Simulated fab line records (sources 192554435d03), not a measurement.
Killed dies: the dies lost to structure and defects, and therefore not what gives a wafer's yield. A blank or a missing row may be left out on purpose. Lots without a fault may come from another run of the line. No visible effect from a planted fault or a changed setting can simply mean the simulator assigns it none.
Comparing a struck lot with a sound one ; flow n5Finfet ; 15 steps out of a route of 1938
Sound: the wafers L587.1, L587.2, L587.4. Struck: wafers L592.3, L592.5. (L592.6 of the same lot was not struck and is left out.) The cause comes at the end.
At each step with rows: each side's tool, then ch and its chambers, then its first start. Under that, the readings that differ: sound wafers ; struck wafers ; difference of the means ; sigmas: that difference in standard deviations of wafers without a fault.
alike: readings with means less than 2 such deviations apart, plus words and numbers identical on both sides. not compared: withheld readings, readings lacking a value on some wafer, bounds such as >300 that could conceal the same value, and numbers that have no deviation in the record and whose values overlap.
Wherever a step has rows on one side only, a row that says differs or no value, or a row with sigmas, the two part there. When numbers do not overlap yet have no deviation, they are printed without sigmas and do not part them. A reading that every wafer of one side lacks parts them only if that side has two wafers or more.

first, 5 steps without rows for these wafers: N5_BEOL_M15_SOFTBAKE_05 (time 60 s); N5_BEOL_M15_EXPOSE_07 (exposes mask V14); N5_BEOL_M15_PEB_08 (peb time 90 s); N5_BEOL_M15_DEVELOP_09 (develop time 45 s); N5_BEOL_M15_HARDBAKE_14 (time 120 s).
N5_BEOL_M15_CD_MEAS_10 targets a cd of 360 nm.
  sound on cdSem-03 ch 0, day 14 14:10; struck on cdSem-02 ch 0, day 15 11:26
  alike: cdNm
N5_BEOL_M15_OVL_MEAS_11:
  sound on overlay-01 ch 0, day 14 14:12; struck on overlay-01 ch 0, day 15 11:28
  alike: V14_OVL
N5_BEOL_M15_INSPECT_12: inspects for defects (macro).
  sound on defectInspect-01 at day 14 14:14; struck on defectInspect-02 at day 15 11:29
  alike: rawDefectCount
N5_BEOL_M15_DESCUM_15: chemistry O2, time 7.9 s.
  sound on rieDiel-02 ch 0,1,3, day 14 14:23; struck on rieDiel-05 ch 2, day 15 11:36
  alike: chamberPressureMTorr, drypumpMotorCurrentA, o2FlowSccm, oesProductAu, rfVppV, showerheadPlenumPTorr, throttleValvePct
  not compared: rfHoursCounterH
N5_BEOL_M15_ETCH_59: etches BARC in N2/H2, target depth 89 nm, overetch 26.7 nm, time 67.9 s.
  sound on rieDiel-02 ch 0,1,3, day 14 14:25; struck on rieDiel-05 ch 2, day 15 11:38
  alike: chamberPressureMTorr, drypumpMotorCurrentA, oesProductAu, rfVppV, showerheadPlenumPTorr, throttleValvePct
  not compared: rfHoursCounterH
N5_BEOL_M15_VIA_ETCH_16: etches SiO2 in C4F8/O2/Ar, target depth 1792.2 nm.
  sound on rieDiel-02 ch 0,1,3, day 14 14:28; struck on rieDiel-05 ch 2, day 15 11:41
  alike: chamberPressureMTorr, drypumpMotorCurrentA, oesProductAu, rfVppV, showerheadPlenumPTorr, throttleValvePct
N5_BEOL_M15_STRIP_63: strips in O2.
  sound: rieDiel-02 ch 0,1,3; struck: rieDiel-05 ch 2
  alike: chamberPressureMTorr, drypumpMotorCurrentA, o2FlowSccm, oesProductAu, rfVppV, showerheadPlenumPTorr, throttleValvePct
  not compared: rfHoursCounterH
N5_BEOL_M15_STRIP_64: strips in O2.
  sound on rieDiel-02 ch 0,1,3, day 14 14:00; struck on rieDiel-05 ch 2, day 15 11:00
reading;sound;struck;difference;sigmas
chamberPressureMTorr (mTorr);29.987 29.997 30.039;21.006 21.014;-8.998;-99 or more
  alike: drypumpMotorCurrentA, o2FlowSccm, oesProductAu, rfVppV, showerheadPlenumPTorr, throttleValvePct
  not compared: rfHoursCounterH
then, 1 step without rows for these wafers: N5_BEOL_M15_STRIP_65 (strips in post etch residue remover, time 60 s).
N5_PASSIVATION_PROBE_49:
  the record has rows for the sound wafers here (prober-01, day 15 14:07) and none for the struck ones

## WHERE THEY PART
At N5_BEOL_M15_STRIP_64 first; at N5_PASSIVATION_PROBE_49 last (within this record only).

WHY: what the simulator had put in
rieDiel-05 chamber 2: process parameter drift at N5_BEOL_M15_STRIP_64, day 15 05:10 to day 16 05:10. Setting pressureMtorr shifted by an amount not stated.
